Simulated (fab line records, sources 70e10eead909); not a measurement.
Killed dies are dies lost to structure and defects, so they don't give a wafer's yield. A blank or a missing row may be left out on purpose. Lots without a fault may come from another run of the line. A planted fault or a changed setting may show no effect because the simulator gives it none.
fab line records | flow nand_harc
record lots=5 wafers=15 last_day=33
route steps=1302 shown P_ZERO_WELL@51 P_STI@69
lots that met no fault: from a run of the same line without faults
start_h: hours from the record's first day to the start of the lot's first wafer shown | wait_h: hours since the lot's step before | " the same as in the row above | L1.1+2: a row that stands for several wafers | - no value, or no start given | * or withheld: withheld | < > ~ a bound
route shown NAME@n: a module of which the file shows steps, and the number in the route of the first | usual: mean/standard deviation of fault-free wafers | same: alike in all rows | chamber/n: place in a boat | sites: the reading at each site | _std_site: their standard deviation | _edge_site: outer sites' mean less inner sites' | radius_mm: how far each site lies from the wafer's centre | mask NAME#n: copy n | behind: the tool/chamber that last shaped the wafer | hold: why the lot was held/for how many hours/how that ended | device: the transistor (n, p or np) that didn't switch | end of line: the same wafers' tests at the end of the route | a step without rows: its recipe alone | killed: dies lost to structure and defects at the first sort, not the wafer's yield | map: a wafer's dies, x killed, . not, _ none there
set.NAME: the setting as run; set.NAME@STEP: as run at that earlier step | model.NAME: the simulator's own value behind a step, which no gauge read
lots at some steps of the route; a table a step, a row a wafer
services: from which hour (start_h, from the record's first day; less than 0 if before it) a tool's chamber was out of use, for how many hours, and why
## steps
# step NHARC_P_ZERO_WELL_DEHYDRATE_44
# recipe temp_c=150 time_s=120
# usual chill_plate_temp_C=23.01/0.093 resist_line_temp_C=22.96/0.11
# columns lot.wafer tool chamber start_h wait_h chill_plate_temp_C resist_line_temp_C
L076.1 litho_track-03 0 45.17 - 22.90 23.12
L076.2 " 0 " " 23.09 23.23
L076.3 " 0 " " 23.00 23.11
L085.2 litho_track-03 0 135.34 - 22.98 22.74
L085.4 " 0 " " 23.04 23.03
L085.6 " 0 " " 22.82 22.94
L089.1 litho_track-05 0 175.36 - 22.93 22.91
L089.4 " 0 " " 23.00 22.94
L089.6 " 0 " " 22.98 22.81
L095.3 litho_track-07 0 235.83 - 23.11 23.01
L095.4 " 0 " " 23.09 23.02
L095.5 " 0 " " 23.01 23.01
L096.1 litho_track-03 0 245.45 - 23.05 23.09
L096.3 " 0 " " 23.15 22.97
L096.4 " 0 " " 23.10 22.74
# step NHARC_P_ZERO_WELL_HMDS_45
# recipe time_s=30
# usual chill_plate_temp_C=23.03/0.1 resist_line_temp_C=23.01/0.1
# columns lot.wafer tool chamber start_h wait_h chill_plate_temp_C resist_line_temp_C
L076.1 litho_track-03 0 - - 22.85 23.03
L076.2 " 0 " " 22.98 23.12
L076.3 " 0 " " 23.00 22.87
L085.2 litho_track-03 0 - - 23.00 22.98
L085.4 " 0 " " 22.96 23.10
L085.6 " 0 " " 22.96 22.85
L089.1 litho_track-05 0 - - 22.92 22.86
L089.4 " 0 " " 23.06 22.95
L089.6 " 0 " " 23.16 22.95
L095.3 litho_track-07 0 - - 23.22 23.02
L095.4 " 0 " " 23.15 23.04
L095.5 " 0 " " 23.12 22.98
L096.1 litho_track-03 0 - - 23.09 22.98
L096.3 " 0 " " 23.15 22.94
L096.4 " 0 " " 23.10 22.97
# step NHARC_P_ZERO_WELL_COAT_46
# recipe spin_rpm=withheld
# usual chill_plate_temp_C=23.01/0.087 resist_line_temp_C=22.99/0.12
# columns lot.wafer tool chamber start_h wait_h chill_plate_temp_C resist_line_temp_C
L076.1 litho_track-03 0 - - 22.91 22.98
L076.2 " 0 " " 22.93 23.03
L076.3 " 0 " " 23.04 23.00
L085.2 litho_track-03 0 - - 22.91 23.09
L085.4 " 0 " " 22.92 22.98
L085.6 " 0 " " 23.18 23.24
L089.1 litho_track-05 0 - - 23.07 23.01
L089.4 " 0 " " 23.11 22.88
L089.6 " 0 " " 23.06 22.94
L095.3 litho_track-07 0 - - 23.06 22.92
L095.4 " 0 " " 23.01 22.93
L095.5 " 0 " " 23.13 23.05
L096.1 litho_track-03 0 - - 22.95 22.87
L096.3 " 0 " " 23.08 22.83
L096.4 " 0 " " 23.02 22.91
# step NHARC_P_ZERO_WELL_SOFTBAKE_47
# recipe temp_c=122 time_s=95
# usual chill_plate_temp_C=23.04/0.1 resist_line_temp_C=23.01/0.1
# columns lot.wafer tool chamber start_h wait_h chill_plate_temp_C resist_line_temp_C
L076.1 litho_track-03 0 - - 23.01 22.99
L076.2 " 0 " " 22.98 23.15
L076.3 " 0 " " 22.98 22.98
L085.2 litho_track-03 0 - - 23.09 23.16
L085.4 " 0 " " 23.17 22.99
L085.6 " 0 " " 23.25 23.24
L089.1 litho_track-05 0 - - 22.93 22.88
L089.4 " 0 " " 22.84 22.85
L089.6 " 0 " " 22.93 22.84
L095.3 litho_track-07 0 - - 23.03 22.95
L095.4 " 0 " " 23.12 23.19
L095.5 " 0 " " 23.11 23.11
L096.1 litho_track-03 0 - - 22.85 22.99
L096.3 " 0 " " 23.02 22.83
L096.4 " 0 " " 22.98 23.02
# step NHARC_P_ZERO_WELL_EBR_48
# usual chill_plate_temp_C=23.00/0.11 resist_line_temp_C=23.01/0.11
# columns lot.wafer tool chamber start_h wait_h chill_plate_temp_C resist_line_temp_C
L076.1 litho_track-03 0 - - 23.02 22.90
L076.2 " 0 " " 23.07 23.03
L076.3 " 0 " " 23.12 23.06
L085.2 litho_track-03 0 - - 23.05 23.01
L085.4 " 0 " " 22.99 23.22
L085.6 " 0 " " 23.03 23.14
L089.1 litho_track-05 0 - - 22.88 22.92
L089.4 " 0 " " 22.72 23.13
L089.6 " 0 " " 22.98 23.06
L095.3 litho_track-07 0 - - 22.90 23.20
L095.4 " 0 " " 23.01 22.95
L095.5 " 0 " " 22.81 23.06
L096.1 litho_track-03 0 - - 22.96 22.90
L096.3 " 0 " " 22.94 22.81
L096.4 " 0 " " 22.96 23.20
# step NHARC_P_ZERO_WELL_EXPOSE_49
# recipe na=0.6 target_cd_nm=2000 dose_mj=22.64 mask_id=P_HVPW
# columns lot.wafer tool chamber start_h wait_h mask
L076.1+2+3 krf_scanner-01 0 45.44 - P_HVPW#0
L085.2+4+6 krf_scanner-02 0 135.49 - P_HVPW#0
L089.1+4+6 krf_scanner-02 0 175.63 - P_HVPW#0
L095.3+4+5 krf_scanner-02 0 235.99 - P_HVPW#0
L096.1+3+4 krf_scanner-01 0 245.72 - P_HVPW#0
# step NHARC_P_ZERO_WELL_PEB_50
# recipe peb_temp_c=118 peb_time_s=85
# usual chill_plate_temp_C=23.00/0.095 resist_line_temp_C=22.99/0.11
# columns lot.wafer tool chamber start_h wait_h chill_plate_temp_C resist_line_temp_C
L076.1 litho_track-07 0 45.51 0.1 22.90 22.94
L076.2 " 0 " " 23.08 23.00
L076.3 " 0 " " 23.08 23.04
L085.2 litho_track-05 0 135.55 0.1 23.07 23.03
L085.4 " 0 " " 23.06 23.09
L085.6 " 0 " " 23.11 23.13
L089.1 litho_track-07 0 175.70 0.1 22.80 22.88
L089.4 " 0 " " 23.06 22.92
L089.6 " 0 " " 23.01 22.93
L095.3 litho_track-05 0 236.04 0.1 23.14 23.06
L095.4 " 0 " " 23.15 22.85
L095.5 " 0 " " 23.16 22.99
L096.1 litho_track-07 0 245.79 0.1 22.91 22.78
L096.3 " 0 " " 22.79 22.94
L096.4 " 0 " " 23.04 22.69
# step NHARC_P_ZERO_WELL_DEVELOP_51
# recipe time_s=70
# usual chill_plate_temp_C=23.01/0.11 resist_line_temp_C=22.99/0.1
# columns lot.wafer tool chamber start_h wait_h chill_plate_temp_C resist_line_temp_C
L076.1 litho_track-07 0 - - 22.87 23.01
L076.2 " 0 " " 23.07 22.88
L076.3 " 0 " " 22.82 22.90
L085.2 litho_track-05 0 - - 22.98 23.12
L085.4 " 0 " " 23.05 23.14
L085.6 " 0 " " 22.81 23.12
L089.1 litho_track-07 0 - - 23.10 23.08
L089.4 " 0 " " 23.11 22.96
L089.6 " 0 " " 23.06 23.11
L095.3 litho_track-05 0 - - 23.08 22.83
L095.4 " 0 " " 22.92 22.93
L095.5 " 0 " " 23.07 22.87
L096.1 litho_track-07 0 - - 23.05 23.08
L096.3 " 0 " " 22.92 22.91
L096.4 " 0 " " 23.01 22.89
# step NHARC_P_ZERO_WELL_CD_MEAS_52
# recipe target_cd_nm=2000 landing_energy_ev=500
# usual cd_nm=1999.6/1.3
# columns lot.wafer tool chamber start_h wait_h cd_nm
L076.1 cd_sem-02 0 45.60 - 2000.5
L076.2 " 0 " " 1999.0
L076.3 " 0 " " 2000.1
L085.2 cd_sem-03 0 135.64 - 1998.4
L085.4 " 0 " " 1998.4
L085.6 " 0 " " 1998.8
L089.1 cd_sem-03 0 175.79 - 1999.4
L089.4 " 0 " " 1998.4
L089.6 " 0 " " 1997.7
L095.3 cd_sem-02 0 236.14 - 1999.0
L095.4 " 0 " " 1998.1
L095.5 " 0 " " 1999.3
L096.1 cd_sem-01 0 245.88 - 1998.3
L096.3 " 0 " " 1999.2
L096.4 " 0 " " 1997.6
# step NHARC_P_ZERO_WELL_HARDBAKE_53
# recipe temp_c=125 time_s=80
# usual chill_plate_temp_C=22.98/0.095 resist_line_temp_C=23.01/0.093
# columns lot.wafer tool chamber start_h wait_h chill_plate_temp_C resist_line_temp_C
L076.1 litho_track-03 0 45.68 - 22.85 22.90
L076.2 " 0 " " 22.97 23.03
L076.3 " 0 " " 22.86 22.89
L085.2 litho_track-03 0 135.72 - 23.04 23.17
L085.4 " 0 " " 22.97 23.11
L085.6 " 0 " " 22.73 22.94
L089.1 litho_track-03 0 175.87 - 23.06 22.99
L089.4 " 0 " " 23.14 22.97
L089.6 " 0 " " 23.16 23.00
L095.3 litho_track-07 0 236.22 - 23.07 23.02
L095.4 " 0 " " 23.09 22.89
L095.5 " 0 " " 23.05 22.86
L096.1 litho_track-03 0 245.96 - 22.84 22.90
L096.3 " 0 " " 23.00 22.85
L096.4 " 0 " " 22.87 23.05
# step NHARC_P_ZERO_WELL_DESCUM_54
# recipe time_s=3 o2_flow_sccm=200 ar_flow_sccm=0 bias_power_w=0 chemistry=O2
# usual drypump_motor_current_A=5.6/0.32 oes_product_au=1.000/0.0076 rf_vpp_V=57.9/0.97 showerhead_plenum_p_Torr=1.95/0.079 throttle_valve_pct=11.311/0.009
# columns lot.wafer tool chamber start_h wait_h drypump_motor_current_A oes_product_au rf_hours_counter_h rf_vpp_V showerhead_plenum_p_Torr throttle_valve_pct
L076.1 rie_diel-08 2 45.76 - 5.4 0.996 8 57.2 1.87 11.308
L076.2 " 0 " " 5.3 0.999 11 57.6 2.07 11.294
L076.3 " 1 " " 6.0 0.982 9 57.7 1.80 11.309
L085.4 rie_diel-07 3 135.81 - 6.0 0.992 2 58.0 1.98 11.318
L085.2 " 0 " " 5.8 1.006 2 59.2 2.02 11.323
L085.6 " 3 " " 6.0 1.006 - 58.5 1.98 11.317
L089.1 rie_diel-04 2 175.95 - 5.8 0.995 42 58.2 2.06 11.313
L089.4 " 0 " " 5.8 1.002 51 57.6 1.93 11.309
L089.6 " 3 " " 5.3 0.998 - 58.4 1.99 11.329
L095.4 rie_diel-07 3 236.31 - 6.0 0.983 37 57.2 1.97 11.309
L095.3 " 0 " " 5.8 0.995 36 57.9 2.01 11.319
L095.5 " 1 " " 5.5 0.995 - 56.2 1.89 11.322
L096.3 rie_diel-07 0 246.04 - 5.8 1.007 37 60.3 2.01 11.309
L096.1 " 2 " " 5.6 0.996 38 56.6 1.92 11.328
L096.4 " 3 " " 6.0 1.003 38 56.2 1.97 11.303
# step NHARC_P_ZERO_WELL_IMPLANT_55
# recipe energy_kev=180 dose_cm2=8e+11 tilt_deg=7
# usual beam_on_s=9.98/0.2 tilt_deg=7.001/0.019
# columns lot.wafer tool chamber start_h wait_h beam_on_s tilt_deg
L076.1 implanter-02 0 45.91 0.1 10.10 7.005
L076.2 " 0 " " 9.59 7.007
L076.3 " 0 " " 9.85 7.010
L085.2 implanter-01 0 135.97 0.1 10.14 7.002
L085.4 " 0 " " 10.07 6.994
L085.6 " 0 " " 10.13 6.971
L089.1 implanter-02 0 176.10 0.1 10.22 7.013
L089.4 " 0 " " 9.97 7.022
L089.6 " 0 " " 9.89 7.007
L095.3 implanter-02 0 236.50 0.2 10.21 7.003
L095.4 " 0 " " 9.64 6.976
L095.5 " 0 " " 9.87 7.009
L096.1 implanter-01 0 246.18 0.1 9.74 7.027
L096.3 " 0 " " 10.26 7.020
L096.4 " 0 " " 9.90 6.981
# step NHARC_P_ZERO_WELL_IMPLANT_61
# recipe energy_kev=30 dose_cm2=5e+11 tilt_deg=7
# usual beam_on_s=10.00/0.2 tilt_deg=6.995/0.021
# columns lot.wafer tool chamber start_h wait_h beam_on_s tilt_deg
L076.1 implanter-02 0 46.08 0.1 10.26 7.005
L076.2 " 0 " " 10.07 7.023
L076.3 " 0 " " 9.95 6.986
L085.2 implanter-01 0 136.15 0.1 9.77 6.986
L085.4 " 0 " " 10.17 7.012
L085.6 " 0 " " 9.75 7.032
L089.1 implanter-02 0 176.28 0.2 9.94 7.000
L089.4 " 0 " " 10.13 6.975
L089.6 " 0 " " 10.23 7.011
L095.3 implanter-02 0 236.68 0.1 10.28 7.006
L095.4 " 0 " " 10.24 7.052
L095.5 " 0 " " 9.87 7.019
L096.1 implanter-01 0 246.36 0.1 10.08 6.971
L096.3 " 0 " " 9.75 6.993
L096.4 " 0 " " 10.24 6.978
# step NHARC_P_ZERO_WELL_STRIP_56
# recipe time_s=840 temp_c=130 chemistry=SPM
# columns lot.wafer tool chamber start_h wait_h
L076.2+1+3 wet_bench-04 1,2,6 46.29 0.2
L085.2+6+4 wet_bench-05 6,0,1 136.34 0.2
L089.6+4+1 wet_bench-05 6,7,0 176.51 0.0
L095.5+4+3 wet_bench-05 7,1,2 236.83 0.1
L096.4+3+1 wet_bench-04 3,4,7 246.59 0.1
# step NHARC_P_ZERO_WELL_PRECLEAN_68
# recipe time_s=60 temp_c=50 bath_age_min=0 chemistry=SC1
# usual diw_flow_mL_min=1416/4.6 nh4oh_flow_mL_min=28.30/0.11
# columns lot.wafer tool chamber start_h wait_h diw_flow_mL_min nh4oh_flow_mL_min
L076.2 wet_bench-04 1 - - 1412 28.32
L076.1 " 2 " " 1416 28.37
L076.3 " 6 " " 1415 28.32
L085.2 wet_bench-05 6 - - 1417 28.22
L085.6 " 0 " " 1416 28.14
L085.4 " 1 " " 1414 28.39
L089.6 wet_bench-05 6 - - 1415 28.43
L089.4 " 7 " " 1421 28.52
L089.1 " 0 " " 1414 28.19
L095.5 wet_bench-05 7 - - 1416 28.25
L095.4 " 1 " " 1418 28.21
L095.3 " 2 " " 1425 28.27
L096.4 wet_bench-04 3 - - 1421 28.36
L096.3 " 4 " " 1419 28.37
L096.1 " 7 " " 1417 28.45
# step NHARC_P_ZERO_WELL_SRD_69
# columns lot.wafer tool chamber start_h wait_h
L076.2+1+3 wet_bench-04 1,2,6 - -
L085.2+6+4 wet_bench-05 6,0,1 - -
L089.6+4+1 wet_bench-05 6,7,0 - -
L095.5+4+3 wet_bench-05 7,1,2 - -
L096.4+3+1 wet_bench-04 3,4,7 - -
# step NHARC_P_ZERO_WELL_RTA_42
# recipe temp_c=1100 time_s=300
# usual lamp_power_pct=34.6/1.3 wafer_temp_C_max=1109.4/1.7
# columns lot.wafer tool chamber start_h wait_h lamp_power_pct wafer_temp_C_max
L076.1 rtp_anneal-02 0 46.74 - 35.7 1110.1
L076.2 " 0 " " 35.7 1109.2
L076.3 " 0 " " 35.7 1110.6
L085.2 rtp_anneal-02 0 136.88 - 35.8 1106.9
L085.4 " 0 " " 35.7 1107.2
L085.6 " 0 " " 35.8 1111.7
L089.1 rtp_anneal-02 0 176.93 - 35.8 1110.7
L089.4 " 0 " " 35.8 1108.7
L089.6 " 0 " " 35.8 1109.2
L095.3 rtp_anneal-02 0 237.74 - 35.9 1108.7
L095.4 " 0 " " 35.8 1114.8
L095.5 " 0 " " 35.8 1108.8
L096.1 rtp_anneal-01 0 247.04 - 33.2 1108.6
L096.3 " 0 " " 33.3 1109.1
L096.4 " 0 " " 33.2 1110.0
# step NHARC_P_ZERO_WELL_INSPECT_43
# usual raw_defect_count=16/8.1
# columns lot.wafer tool chamber start_h wait_h raw_defect_count
L076.1 defect_inspect-02 - 47.41 0.6 13
L076.2 " - " " 12
L076.3 " - " " 7
L085.2 defect_inspect-01 - 137.44 0.5 24
L085.4 " - " " 36
L085.6 " - " " 39
L089.1 defect_inspect-01 - 177.61 0.6 14
L089.4 " - " " 9
L089.6 " - " " 22
L095.3 defect_inspect-01 - 238.20 0.4 12
L095.4 " - " " 9
L095.5 " - " " 34
L096.1 defect_inspect-01 - 247.72 0.6 10
L096.3 " - " " 3
L096.4 " - " " 6
# step NHARC_P_STI_ETCH_26
# recipe target_depth_a=110 chemistry=dHF material=SiO2
# columns lot.wafer tool chamber start_h wait_h
L076.2+1+3 wet_bench-07 7,1,2 47.46 0.0
L085.6+2+4 wet_bench-03 3,4,6 137.49 0.0
L089.4+6+1 wet_bench-03 0,2,5 177.66 0.0
L095.4+5+3 wet_bench-03 5,7,2 238.25 0.0
L096.4+1+3 wet_bench-06 2,5,6 247.78 0.1
# step NHARC_P_STI_PRECLEAN_27
# recipe time_s=* temp_c=50 bath_age_min=0 chemistry=SC1
# usual diw_flow_mL_min=1415/4.4 nh4oh_flow_mL_min=28.31/0.09
# columns lot.wafer tool chamber start_h wait_h diw_flow_mL_min nh4oh_flow_mL_min
L076.2 wet_bench-07 7 47.53 0.1 1410 28.23
L076.1 " 1 " " 1409 28.29
L076.3 " 2 " " 1416 28.19
L085.6 wet_bench-03 3 137.56 0.1 1421 28.43
L085.2 " 4 " " 1410 28.29
L085.4 " 6 " " 1417 28.32
L089.4 wet_bench-03 0 177.73 0.1 1419 28.38
L089.6 " 2 " " 1413 28.31
L089.1 " 5 " " 1421 28.43
L095.4 wet_bench-03 5 238.32 0.1 1418 28.23
L095.5 " 7 " " 1412 28.18
L095.3 " 2 " " 1415 28.27
L096.4 wet_bench-06 2 247.85 0.1 1412 28.35
L096.1 " 5 " " 1412 28.34
L096.3 " 6 " " 1415 28.42
# step NHARC_P_STI_SRD_28
# columns lot.wafer tool chamber start_h wait_h
L076.2+1+3 wet_bench-07 7,1,2 - -
L085.6+2+4 wet_bench-03 3,4,6 - -
L089.4+6+1 wet_bench-03 0,2,5 - -
L095.4+5+3 wet_bench-03 5,7,2 - -
L096.4+1+3 wet_bench-06 2,5,6 - -
# step NHARC_P_STI_OXIDE_29
# recipe target_thk_a=100 temp_c=900 ox_time_s=1362 material=SiO2
# usual ox_temp_c=900.0/0.38
# columns lot.wafer tool chamber start_h wait_h ox_temp_c
L076.1 furnace-01 0 51.00 - 900.2
L076.2 " 0 " " 900.0
L076.3 " 0 " " 899.9
L085.2 furnace-01 0 144.21 - 900.5
L085.4 " 0 " " 899.3
L085.6 " 0 " " 900.3
L089.1 furnace-07 0 182.02 - 899.8
L089.4 " 0 " " 900.2
L089.6 " 0 " " 899.2
L095.3 furnace-06 0 241.65 - 900.1
L095.4 " 0 " " 900.6
L095.5 " 0 " " 900.1
L096.1 furnace-01 0 250.98 - 900.2
L096.3 " 0 " " 899.5
L096.4 " 0 " " 900.2
# step NHARC_P_STI_HM_DEP_30
# recipe target_thk_a=800 temp_c=790 pressure_mtorr=300 time_s=873 material=Si3N4
# columns lot.wafer tool chamber start_h wait_h
L076.1+2+3 lpcvd-02 0 59.20 4.6
L085.2+4+6 lpcvd-02 1 151.34 3.5
L089.1+4+6 lpcvd-01 0 189.26 3.5
L095.3+4+5 lpcvd-01 0 248.85 3.5
L096.1+3+4 lpcvd-01 1 258.11 3.5
# step NHARC_P_STI_DEHYDRATE_01
# recipe temp_c=150 time_s=120
# usual chill_plate_temp_C=23.01/0.1 resist_line_temp_C=23.01/0.11
# columns lot.wafer tool chamber start_h wait_h chill_plate_temp_C resist_line_temp_C
L076.1 litho_track-05 0 62.80 0.4 23.08 22.89
L076.2 " 0 " " 22.87 22.70
L076.3 " 0 " " 23.07 22.84
L085.2 litho_track-07 0 154.99 0.4 22.77 22.76
L085.4 " 0 " " 22.83 22.87
L085.6 " 0 " " 22.90 22.82
L089.1 litho_track-05 0 192.91 0.4 22.92 23.00
L089.4 " 0 " " 23.10 23.15
L089.6 " 0 " " 22.91 23.09
L095.3 litho_track-05 0 252.50 0.4 23.07 22.80
L095.4 " 0 " " 23.18 22.93
L095.5 " 0 " " 23.00 23.00
L096.1 litho_track-07 0 261.76 0.4 22.88 22.93
L096.3 " 0 " " 23.00 23.03
L096.4 " 0 " " 23.01 23.03
# step NHARC_P_STI_HMDS_02
# recipe time_s=30
# usual chill_plate_temp_C=22.99/0.1 resist_line_temp_C=23.00/0.11
# columns lot.wafer tool chamber start_h wait_h chill_plate_temp_C resist_line_temp_C
L076.1 litho_track-05 0 - - 22.84 22.83
L076.2 " 0 " " 22.90 22.93
L076.3 " 0 " " 23.05 22.94
L085.2 litho_track-07 0 - - 23.14 22.86
L085.4 " 0 " " 23.11 22.93
L085.6 " 0 " " 23.13 22.97
L089.1 litho_track-05 0 - - 23.02 22.94
L089.4 " 0 " " 23.05 22.78
L089.6 " 0 " " 23.10 22.97
L095.3 litho_track-05 0 - - 22.86 23.15
L095.4 " 0 " " 23.00 23.13
L095.5 " 0 " " 22.87 23.09
L096.1 litho_track-07 0 - - 23.14 23.03
L096.3 " 0 " " 22.96 22.84
L096.4 " 0 " " 22.89 22.83
# step NHARC_P_STI_COAT_41
# recipe temp_c=200 time_s=65
# usual chill_plate_temp_C=22.98/0.11 resist_line_temp_C=23.01/0.09
# columns lot.wafer tool chamber start_h wait_h chill_plate_temp_C resist_line_temp_C
L076.1 litho_track-05 0 - - 23.03 23.07
L076.2 " 0 " " 22.97 23.00
L076.3 " 0 " " 22.90 23.11
L085.2 litho_track-07 0 - - 23.12 23.06
L085.4 " 0 " " 23.08 23.04
L085.6 " 0 " " 23.03 23.04
L089.1 litho_track-05 0 - - 23.18 23.00
L089.4 " 0 " " 22.87 23.06
L089.6 " 0 " " 22.88 23.06
L095.3 litho_track-05 0 - - 23.03 23.01
L095.4 " 0 " " 23.02 23.01
L095.5 " 0 " " 22.82 23.04
L096.1 litho_track-07 0 - - 23.21 22.89
L096.3 " 0 " " 23.08 22.85
L096.4 " 0 " " 23.11 23.00
# step NHARC_P_STI_COAT_03
# recipe spin_rpm=2000 resist_thk_nm=600
# usual chill_plate_temp_C=23.01/0.096 resist_line_temp_C=23.00/0.091
# columns lot.wafer tool chamber start_h wait_h chill_plate_temp_C resist_line_temp_C
L076.1 litho_track-05 0 - - 22.95 22.91
L076.2 " 0 " " 22.93 23.06
L076.3 " 0 " " 22.98 23.03
L085.2 litho_track-07 0 - - 23.08 22.85
L085.4 " 0 " " 22.94 22.94
L085.6 " 0 " " 22.86 23.08
L089.1 litho_track-05 0 - - 23.15 22.96
L089.4 " 0 " " 22.93 22.96
L089.6 " 0 " " 23.01 23.00
L095.3 litho_track-05 0 - - 23.02 22.97
L095.4 " 0 " " 23.25 23.03
L095.5 " 0 " " 23.15 23.18
L096.1 litho_track-07 0 - - 22.87 22.99
L096.3 " 0 " " 22.84 22.92
L096.4 " 0 " " 22.93 22.87
# step NHARC_P_STI_SOFTBAKE_04
# recipe temp_c=125 time_s=70
# usual chill_plate_temp_C=23.00/0.11 resist_line_temp_C=22.99/0.097
# columns lot.wafer tool chamber start_h wait_h chill_plate_temp_C resist_line_temp_C
L076.1 litho_track-05 0 - - 22.88 23.00
L076.2 " 0 " " 22.89 23.10
L076.3 " 0 " " 22.80 23.02
L085.2 litho_track-07 0 - - 23.05 22.92
L085.4 " 0 " " 23.13 22.96
L085.6 " 0 " " 22.88 22.98
L089.1 litho_track-05 0 - - 22.97 23.00
L089.4 " 0 " " 23.02 23.05
L089.6 " 0 " " 23.05 22.87
L095.3 litho_track-05 0 - - 23.01 22.96
L095.4 " 0 " " 23.08 23.12
L095.5 " 0 " " 22.91 23.00
L096.1 litho_track-07 0 - - 23.18 22.98
L096.3 " 0 " " 23.07 22.91
L096.4 " 0 " " 23.16 22.92
# step NHARC_P_STI_EBR_05
# usual chill_plate_temp_C=23.02/0.11 resist_line_temp_C=23.03/0.096
# columns lot.wafer tool chamber start_h wait_h chill_plate_temp_C resist_line_temp_C
L076.1 litho_track-05 0 - - 22.91 23.09
L076.2 " 0 " " 23.09 23.08
L076.3 " 0 " " 23.07 23.01
L085.2 litho_track-07 0 - - 23.12 22.79
L085.4 " 0 " " 23.06 22.93
L085.6 " 0 " " 23.02 22.85
L089.1 litho_track-05 0 - - 22.98 23.09
L089.4 " 0 " " 22.94 23.12
L089.6 " 0 " " 22.95 23.03
L095.3 litho_track-05 0 - - 23.06 23.05
L095.4 " 0 " " 22.98 23.27
L095.5 " 0 " " 22.97 22.92
L096.1 litho_track-07 0 - - 22.94 23.08
L096.3 " 0 " " 22.96 23.03
L096.4 " 0 " " 22.99 23.17
# step NHARC_P_STI_EXPOSE_06
# recipe na=0.55 target_cd_nm=200 dose_mj=37.69 mask_id=P_STI
# columns lot.wafer tool chamber start_h wait_h mask
L076.1+2+3 krf_scanner-03 0 63.09 - P_STI#0
L085.2+4+6 krf_scanner-02 0 155.29 - P_STI#0
L089.1+4+6 krf_scanner-02 0 193.08 - P_STI#0
L095.3+4+5 krf_scanner-02 0 252.80 - P_STI#0
L096.1+3+4 krf_scanner-02 0 261.93 - P_STI#0
# step NHARC_P_STI_PEB_07
# recipe peb_temp_c=128 peb_time_s=80
# usual chill_plate_temp_C=22.99/0.094 resist_line_temp_C=23.00/0.11
# columns lot.wafer tool chamber start_h wait_h chill_plate_temp_C resist_line_temp_C
L076.1 litho_track-07 0 63.16 0.1 23.09 22.93
L076.2 " 0 " " 23.03 22.90
L076.3 " 0 " " 22.99 22.84
L085.2 litho_track-07 0 155.35 0.1 23.15 23.05
L085.4 " 0 " " 23.05 23.05
L085.6 " 0 " " 23.00 22.97
L089.1 litho_track-05 0 193.14 0.1 23.02 22.98
L089.4 " 0 " " 22.97 23.02
L089.6 " 0 " " 22.86 22.95
L095.3 litho_track-05 0 252.86 0.1 23.18 22.99
L095.4 " 0 " " 23.12 23.01
L095.5 " 0 " " 23.02 23.03
L096.1 litho_track-02 0 261.99 0.1 23.03 23.04
L096.3 " 0 " " 22.96 23.17
L096.4 " 0 " " 22.99 23.08
# step NHARC_P_STI_DEVELOP_08
# recipe time_s=50 dev_temp_c=22
# usual chill_plate_temp_C=22.99/0.11 resist_line_temp_C=23.01/0.097
# columns lot.wafer tool chamber start_h wait_h chill_plate_temp_C resist_line_temp_C
L076.1 litho_track-07 0 - - 22.82 23.26
L076.2 " 0 " " 23.12 23.03
L076.3 " 0 " " 22.97 22.98
L085.2 litho_track-07 0 - - 23.16 23.10
L085.4 " 0 " " 23.03 23.06
L085.6 " 0 " " 22.84 23.09
L089.1 litho_track-05 0 - - 22.92 22.88
L089.4 " 0 " " 23.01 22.98
L089.6 " 0 " " 23.01 22.96
L095.3 litho_track-05 0 - - 22.97 22.99
L095.4 " 0 " " 22.98 22.89
L095.5 " 0 " " 23.03 22.91
L096.1 litho_track-02 0 - - 22.99 22.98
L096.3 " 0 " " 22.91 22.85
L096.4 " 0 " " 22.96 22.88
# step NHARC_P_STI_CD_MEAS_09
# recipe target_cd_nm=200 landing_energy_ev=500
# usual cd_nm=200.0/2.2
# columns lot.wafer tool chamber start_h wait_h cd_nm
L076.1 cd_sem-03 0 63.25 - 199.8
L076.2 " 0 " " 197.9
L076.3 " 0 " " 201.3
L085.2 cd_sem-03 0 155.44 - 197.5
L085.4 " 0 " " 199.0
L085.6 " 0 " " 199.3
L089.1 cd_sem-01 0 193.23 - 198.9
L089.4 " 0 " " 199.8
L089.6 " 0 " " 198.6
L095.3 cd_sem-01 0 252.95 - 198.8
L095.4 " 0 " " 198.1
L095.5 " 0 " " 195.9
L096.1 cd_sem-02 0 262.08 - 198.0
L096.3 " 0 " " 200.3
L096.4 " 0 " " 200.6
# step NHARC_P_STI_OVL_MEAS_10
# usual overlay_x_nm=1/7.6 overlay_y_nm=0/6.4
# columns lot.wafer tool chamber start_h wait_h overlay_x_nm overlay_y_nm
L076.1 overlay-01 - 63.33 - 14 14
L076.2 " - " " 14 14
L076.3 " - " " 13 14
L085.2 overlay-01 - 155.52 - -9 -7
L085.4 " - " " -10 -6
L085.6 " - " " -10 -6
L089.1 overlay-01 - 193.32 - 10 -7
L089.4 " - " " 10 -7
L089.6 " - " " 10 -8
L095.3 overlay-02 - 253.03 - -6 -6
L095.4 " - " " -6 -5
L095.5 " - " " -6 -6
L096.1 overlay-01 - 262.17 - 1 6
L096.3 " - " " 2 6
L096.4 " - " " 1 7
# step NHARC_P_STI_INSPECT_11
# usual raw_defect_count=5.5/2.8
# columns lot.wafer tool chamber start_h wait_h raw_defect_count
L076.1 defect_inspect-02 - 63.37 0.0 4
L076.2 " - " " 4
L076.3 " - " " 6
L085.2 defect_inspect-01 - 155.56 0.0 8
L085.4 " - " " 6
L085.6 " - " " 11
L089.1 defect_inspect-01 - 193.35 0.0 6
L089.4 " - " " 9
L089.6 " - " " 6
L095.3 defect_inspect-02 - 253.07 0.0 6
L095.4 " - " " 6
L095.5 " - " " 13
L096.1 defect_inspect-02 - 262.20 0.0 2
L096.3 " - " " 4
L096.4 " - " " 2
## services
# columns tool chamber start_h hours kind
lpcvd-01 - 27.75 26.0 pm
krf_scanner-02 - 28.38 1.5 repair
implanter-01 - 29.94 6.4 repair
wet_bench-03 - 34.40 8.0 pm
implanter-01 - 50.23 6.8 repair
krf_scanner-02 - 51.82 0.4 repair
wet_bench-04 - 54.57 8.0 pm
rie_diel-07 0 57.62 7.4 repair
litho_track-07 - 76.00 7.0 pm
wet_bench-05 - 84.80 8.0 pm
rie_diel-07 1 93.96 6.0 repair
krf_scanner-02 - 94.00 4.0 pm
litho_track-03 - 100.00 7.0 pm
rie_diel-07 3 113.06 3.9 repair
rie_diel-07 - 117.56 9.0 pm
litho_track-05 - 124.03 7.0 pm
implanter-02 - 146.00 13.0 pm
wet_bench-03 - 210.40 8.0 pm
wet_bench-03 - 226.95 1.7 repair
wet_bench-04 - 230.59 8.0 pm
wet_bench-03 - 240.43 0.7 repair
wet_bench-04 - 240.72 1.5 repair
litho_track-07 - 251.00 7.0 pm
wet_bench-05 - 260.80 8.0 pm
## key
fault none
